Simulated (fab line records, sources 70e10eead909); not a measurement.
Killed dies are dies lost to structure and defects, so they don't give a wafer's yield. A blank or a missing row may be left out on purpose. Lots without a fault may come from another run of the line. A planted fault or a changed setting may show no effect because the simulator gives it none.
fab line records | flow nand_harc
record lots=6 wafers=18 last_day=25
route steps=1159 shown A_BONDPAD@1064 END@1159
lots that met no fault: from a run of the same line without faults
start_h: hours from the record's first day to the start of the lot's first wafer shown | wait_h: hours since the lot's step before | " the same as in the row above | L1.1+2: a row that stands for several wafers | - no value, or no start given | * or withheld: withheld | < > ~ a bound
route shown NAME@n: a module of which the file shows steps, and the number in the route of the first | usual: mean/standard deviation of fault-free wafers | same: alike in all rows | chamber/n: place in a boat | sites: the reading at each site | _std_site: their standard deviation | _edge_site: outer sites' mean less inner sites' | radius_mm: how far each site lies from the wafer's centre | mask NAME#n: copy n | behind: the tool/chamber that last shaped the wafer | hold: why the lot was held/for how many hours/how that ended | device: the transistor (n, p or np) that didn't switch | end of line: the same wafers' tests at the end of the route | a step without rows: its recipe alone | killed: dies lost to structure and defects at the first sort, not the wafer's yield | map: a wafer's dies, x killed, . not, _ none there
set.NAME: the setting as run; set.NAME@STEP: as run at that earlier step | model.NAME: the simulator's own value behind a step, which no gauge read
lots at some steps of the route; a table a step, a row a wafer
services: from which hour (start_h, from the record's first day; less than 0 if before it) a tool's chamber was out of use, for how many hours, and why
## steps
# step NHARC_A_BONDPAD_HMDS_02
# recipe time_s=30
# step NHARC_A_BONDPAD_COAT_33
# recipe temp_c=200 time_s=65
# step NHARC_A_BONDPAD_COAT_03
# recipe spin_rpm=2000 resist_thk_nm=600
# step NHARC_A_BONDPAD_SOFTBAKE_04
# recipe temp_c=125 time_s=70
# step NHARC_A_BONDPAD_EBR_05
# step NHARC_A_BONDPAD_EXPOSE_06
# recipe na=0.55 dose_mj=36.99 mask_id=A_BPAD
# step NHARC_A_BONDPAD_PEB_07
# recipe peb_temp_c=128 peb_time_s=80
# step NHARC_A_BONDPAD_DEVELOP_08
# recipe time_s=50 dev_temp_c=22
# step NHARC_A_BONDPAD_CD_MEAS_09
# recipe target_cd_nm=500 landing_energy_ev=500
# usual cd_nm=499.0/2.6
# columns lot.wafer tool chamber start_h wait_h cd_nm
L508.1 cd_sem-01 0 416.48 - 497.5
L508.4 " 0 " " 501.5
L508.5 " 0 " " 499.8
L516.4 cd_sem-03 0 509.03 - 497.1
L516.5 " 0 " " 498.9
L516.6 " 0 " " 501.4
L514.1 cd_sem-01 0 515.13 - 505.0
L514.3 " 0 " " 502.1
L514.4 " 0 " " 500.2
L523.2 cd_sem-03 0 534.75 - 497.7
L523.4 " 0 " " 496.9
L523.5 " 0 " " 499.9
L522.2 cd_sem-02 0 537.98 - 496.1
L522.5 " 0 " " 497.1
L522.6 " 0 " " 499.3
L526.2 cd_sem-01 0 561.21 - 497.4
L526.5 " 0 " " 494.4
L526.6 " 0 " " 496.7
# step NHARC_A_BONDPAD_OVL_MEAS_35
# usual overlay_x_nm=0/6.5 overlay_y_nm=-2/6.4
# columns lot.wafer tool chamber start_h wait_h overlay_x_nm overlay_y_nm
L508.1 overlay-02 - 416.57 - -2 2
L508.4 " - " " -1 2
L508.5 " - " " -1 2
L516.4 overlay-01 - 509.11 - -13 -7
L516.5 " - " " -14 -7
L516.6 " - " " -14 -7
L514.1 overlay-01 - 515.22 - -1 -3
L514.3 " - " " -1 -2
L514.4 " - " " 0 -3
L523.2 overlay-01 - 534.85 - -9 0
L523.4 " - " " -9 0
L523.5 " - " " -9 0
L522.2 overlay-02 - 538.08 - 0 2
L522.5 " - " " 1 1
L522.6 " - " " 1 1
L526.2 overlay-01 - 561.30 - -10 -18
L526.5 " - " " -10 -18
L526.6 " - " " -10 -18
# step NHARC_A_BONDPAD_HARDBAKE_10
# recipe temp_c=118 time_s=65
# step NHARC_A_BONDPAD_DESCUM_11
# recipe time_s=3 o2_flow_sccm=200 ar_flow_sccm=0 bias_power_w=0 chemistry=O2
# usual drypump_motor_current_A=5.8/0.66 oes_product_au=0.998/0.012 rf_vpp_V=57.7/0.84 showerhead_plenum_p_Torr=1.88/0.066 throttle_valve_pct=11.311/0.0084
# same time_s=3
# columns lot.wafer tool chamber start_h wait_h drypump_motor_current_A oes_product_au rf_hours_counter_h rf_vpp_V showerhead_plenum_p_Torr throttle_valve_pct
L508.1 rie_diel-03 2 416.72 - 6.0 0.995 1 58.6 1.91 11.298
L508.4 " 3 " " 6.8 0.988 - 57.0 1.84 11.298
L508.5 " 1 " " 5.4 0.995 - 58.0 1.91 11.305
L516.4 rie_diel-03 2 509.24 - 6.0 1.000 4 57.6 1.91 11.317
L516.5 " 1 " " 5.4 1.013 - 57.4 1.91 11.326
L516.6 " 2 " " 6.0 0.994 - 56.9 1.91 11.312
L514.1 rie_diel-03 0 515.35 - 4.8 0.990 4 57.8 1.79 11.306
L514.4 " 1 " " 5.4 1.023 4 56.6 1.91 11.300
L514.3 " 3 " " 6.9 0.993 4 57.5 1.83 11.306
L523.2 rie_diel-13 1 534.99 - 5.6 0.994 17 57.9 1.99 11.306
L523.4 " 2 " " 5.9 1.008 17 56.1 1.88 11.307
L523.5 " 0 " " 5.6 1.002 - 57.1 2.07 11.301
L522.2 rie_diel-06 2 538.22 - 5.9 0.997 44 56.8 1.86 11.304
L522.5 " 0 " " 5.6 0.985 - 58.1 1.88 11.306
L522.6 " 1 " " 5.1 0.998 - 57.2 1.86 11.301
L526.2 rie_diel-06 0 561.44 - 5.6 0.996 52 57.4 1.88 11.298
L526.6 " 1 " " 5.0 1.006 - 56.4 1.86 11.319
L526.5 " 2 " " 5.9 1.002 - 57.8 1.86 11.315
# step NHARC_A_BONDPAD_ETCH_34
# recipe target_depth_a=600 overetch_a=180 time_s=65.91 ion_energy_ev=200 n2_flow_sccm=150 h2_flow_sccm=150 ar_flow_sccm=0 rf_w=400 bias_w=150 chemistry=N2/H2
# usual drypump_motor_current_A=5.8/0.65 oes_product_au=0.997/0.012 rf_vpp_V=429.6/2.1 showerhead_plenum_p_Torr=2.01/0.073 throttle_valve_pct=14.172/0.008
# same time_s=65.91
# columns lot.wafer tool chamber start_h wait_h drypump_motor_current_A oes_product_au rf_hours_counter_h rf_vpp_V showerhead_plenum_p_Torr throttle_valve_pct
L508.1 rie_diel-03 1 416.82 0.1 5.4 0.995 0 431.6 2.04 14.162
L508.4 " 3 " " 6.8 0.990 - 428.5 1.95 14.180
L508.5 " 1 " " 5.4 0.998 - 430.4 2.04 14.157
L516.4 rie_diel-03 3 509.33 0.1 6.8 0.823 4 428.8 1.95 14.168
L516.6 " 0 " " 4.8 0.818 - 427.3 1.91 14.169
L516.5 " 1 " " 5.4 0.843 - 431.6 2.03 14.167
L514.3 rie_diel-03 2 515.44 0.1 6.0 0.832 4 431.2 2.04 14.176
L514.4 " 3 " " 6.8 0.824 4 428.1 1.95 14.171
L514.1 " 0 " " 4.7 0.815 4 426.5 1.91 14.169
L523.2 rie_diel-13 2 535.54 0.5 5.8 0.999 17 428.9 2.01 14.167
L523.4 " 3 " " 5.9 1.014 17 430.7 2.05 14.167
L523.5 " 2 " " 5.8 1.004 - 428.0 2.01 14.175
L522.2 rie_diel-06 2 538.30 0.1 5.9 1.002 44 429.5 1.98 14.182
L522.5 " 0 " " 5.7 0.985 - 429.4 2.00 14.163
L522.6 " 1 " " 5.1 1.008 - 430.8 1.99 14.182
L526.2 rie_diel-06 2 561.53 0.1 5.9 1.001 50 429.2 1.98 14.164
L526.5 " 1 " " 5.1 1.006 - 429.6 1.98 14.158
L526.6 " 2 " " 5.9 1.011 - 429.8 1.98 14.174
# step NHARC_A_BONDPAD_ETCH_12
# recipe target_depth_a=2200 time_s=110 chf3_flow_sccm=50 o2_flow_sccm=10 ar_flow_sccm=200 rf_w=500 bias_w=200 chemistry=CHF3/O2
# usual drypump_motor_current_A=5.8/0.65 oes_product_au=0.944/0.022 rf_vpp_V=369.6/2 showerhead_plenum_p_Torr=2.37/0.082 throttle_valve_pct=20.573/0.0096
# same time_s=110
# columns lot.wafer tool chamber start_h wait_h drypump_motor_current_A oes_product_au rf_hours_counter_h rf_vpp_V showerhead_plenum_p_Torr throttle_valve_pct
L508.1 rie_diel-03 2 - - 6.0 0.956 1 373.2 2.40 20.574
L508.4 " 1 " " 5.4 0.965 - 369.6 2.40 20.583
L508.5 " 2 " " 6.0 0.962 - 371.2 2.40 20.564
L516.4 rie_diel-03 0 - - 4.8 0.910 3 367.7 2.26 20.577
L516.6 " 3 " " 6.8 0.910 - 368.0 2.31 20.560
L516.5 " 0 " " 4.8 0.912 - 368.6 2.26 20.571
L514.3 rie_diel-03 0 - - 4.8 0.952 4 367.2 2.26 20.569
L514.4 " 1 " " 5.4 0.967 4 370.1 2.40 20.558
L514.1 " 2 " " 6.0 0.978 4 369.8 2.40 20.580
L523.2 rie_diel-13 3 - - 5.9 0.942 17 371.2 2.41 20.583
L523.4 " 1 " " 5.5 0.925 17 372.8 2.49 20.562
L523.5 " 3 " " 5.9 0.933 - 370.8 2.41 20.590
L522.2 rie_diel-06 0 - - 5.6 0.959 46 368.6 2.36 20.563
L522.6 " 3 " " 6.4 0.963 - 368.3 2.33 20.574
L522.5 " 0 " " 5.6 0.958 - 370.3 2.36 20.582
L526.2 rie_diel-06 2 - - 5.9 0.924 50 369.1 2.34 20.584
L526.5 " 0 " " 5.7 0.911 - 369.4 2.36 20.581
L526.6 " 1 " " 5.1 0.928 - 369.2 2.34 20.568
# step NHARC_END_SORT_01
# recipe temp_c=25
# usual defect_limited_yield=95.1/1.6 killed_at_array=29/10 killed_at_other=0.7/1.1 killed_at_periphery=3.3/2.4 killed_dies=33/11 killed_open=3.3/2 killed_short=1.9/1.3 sort_bin_2_pct=1.5/0.67 sort_bin_3_pct=0.27/0.24 sort_bin_4_pct=3.1/1.1 sort_n_pass=644/11 sort_rim_yield_pct=97.1/2.1 sort_yield_pct=95.1/1.6
# same gross_dies=677 sort_bin_5_pct[%]=0 sort_bin_6_pct[%]=0 sort_bin_7_pct[%]=0 sort_bin_8_pct[%]=0 sort_rim_n_gross=106.00
# columns lot.wafer tool chamber start_h wait_h defect_limited_yield[%] killed_at_array killed_at_other killed_at_periphery killed_dies killed_open killed_short sort_bin_2_pct[%] sort_bin_3_pct[%] sort_bin_4_pct[%] sort_n_pass sort_rim_yield_pct[%] sort_yield_pct[%]
L514.1 prober-01 0 549.56 2.5 94.2 35 0 4 39 6 2 1.5 0.15 4.1 638 96.2 94.2
L514.3 prober-01 0 551.17 3.1 93.9 37 1 3 41 2 3 1.9 0 4.1 636 99.1 93.9
L514.4 prober-01 0 551.97 3.4 93.4 35 5 5 45 2 0 1.6 0 5.0 632 98.1 93.4
L523.2 prober-02 0 574.10 2.8 95.4 27 0 4 31 6 1 1.2 0.74 2.7 646 96.2 95.4
L523.4 prober-02 0 575.71 3.4 95.9 25 0 3 28 0 2 1.6 0 2.5 649 93.4 95.9
L523.5 prober-02 0 576.51 3.7 95.6 27 2 1 30 2 2 1.3 0.15 3.0 647 97.2 95.6
# killed by level:class
L514.1 A_CHANNEL_HOLE_D1:chamber_film_flake=13 A_SLIT:chamber_film_flake=13 A_ONON_D1:geometric_particle:open=3 A_WL_FILL:geometric_particle:short=2 P_M0:geometric_particle:open=1 A_CHANNEL_FILL_D1:geometric_particle:open=1 A_M1:geometric_particle:open=1 P_STI:chamber_film_flake=1
L514.3 A_SLIT:chamber_film_flake=19 A_CHANNEL_HOLE_D1:chamber_film_flake=11 A_M1:geometric_particle:short=2 A_CONTACT:chamber_film_flake=2 P_M0:geometric_particle:open=1 A_CHANNEL_FILL_D1:geometric_particle:short=1 A_CHANNEL_FILL_D1:geometric_particle:open=1 P_GATE:chamber_film_flake=1
L514.4 A_CHANNEL_HOLE_D1:chamber_film_flake=13 A_SLIT:chamber_film_flake=11 A_CONTACT:chamber_film_flake=9 THIN_TSV:chamber_film_flake=5 P_M1:chamber_film_flake=2 P_CONTACT:geometric_particle:open=1 A_CONTACT:geometric_particle:open=1 P_GATE:chamber_film_flake=1
L523.2 A_CHANNEL_HOLE_D1:chamber_film_flake=17 A_CONTACT:chamber_film_flake=4 A_WL_FILL:geometric_particle:open=2 P_GATE:chamber_film_flake=2 P_CONTACT:geometric_particle:short=1 P_M0:geometric_particle:open=1 A_CONTACT:geometric_particle:open=1 A_BLC:geometric_particle:open=1
L523.4 A_CHANNEL_HOLE_D1:chamber_film_flake=19 P_ZERO_WELL:chamber_film_flake=2 A_CONTACT:chamber_film_flake=2 A_CHANNEL_FILL_D1:geometric_particle:short=1 A_BLC:geometric_particle:short=1 P_STI:chamber_film_flake=1 A_STAIRCASE:chamber_film_flake=1 A_SLIT:chamber_film_flake=1
L523.5 A_CHANNEL_HOLE_D1:chamber_film_flake=19 A_SLIT:chamber_film_flake=2 A_CONTACT:chamber_film_flake=2 THIN_TSV:chamber_film_flake=2 A_ONON_D1:geometric_particle:open=1 A_CHANNEL_FILL_D1:geometric_particle:short=1 A_WL_FILL:geometric_particle:open=1 A_M0:geometric_particle:short=1
## services
# columns tool chamber start_h hours kind
rie_diel-03 0 401.30 - clean
rie_diel-03 1 401.30 - clean
rie_diel-03 2 401.30 - clean
rie_diel-03 3 401.30 - clean
rie_diel-03 0 411.49 10.9 repair
rie_diel-03 1 413.25 2.9 repair
rie_diel-06 - 418.30 9.0 pm
rie_diel-03 0 425.80 - clean
rie_diel-03 1 425.80 - clean
rie_diel-03 2 425.80 - clean
rie_diel-03 3 425.80 - clean
rie_diel-13 1 443.64 8.4 repair
rie_diel-03 0 450.32 - clean
rie_diel-03 1 450.32 - clean
rie_diel-03 2 450.32 - clean
rie_diel-03 3 450.32 - clean
rie_diel-13 - 453.03 9.0 pm
rie_diel-03 0 474.82 - clean
rie_diel-03 1 474.82 - clean
rie_diel-03 1 491.26 9.0 repair
rie_diel-03 2 498.54 5.3 repair
rie_diel-13 - 546.61 1.0 repair
rie_diel-03 1 557.27 6.6 repair
rie_diel-03 2 560.33 8.1 repair
## key
first_sign step=NHARC_A_BONDPAD_ETCH_34 reading=oes_product_au direction=down sigmas=15 usual=0.997 struck=0.826
effect none on later readings
met_at NHARC_A_BONDPAD_ETCH_34
struck_wafers L514.1,L514.3,L514.4,L516.4,L516.5,L516.6
onset_between 416.82 509.33
fault kind=process_parameter_drift tool=rie_diel-03 chamber=- onset_h=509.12 steps=NHARC_A_BONDPAD_ETCH_34 channel=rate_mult offset=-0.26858 shape=step end_h=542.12
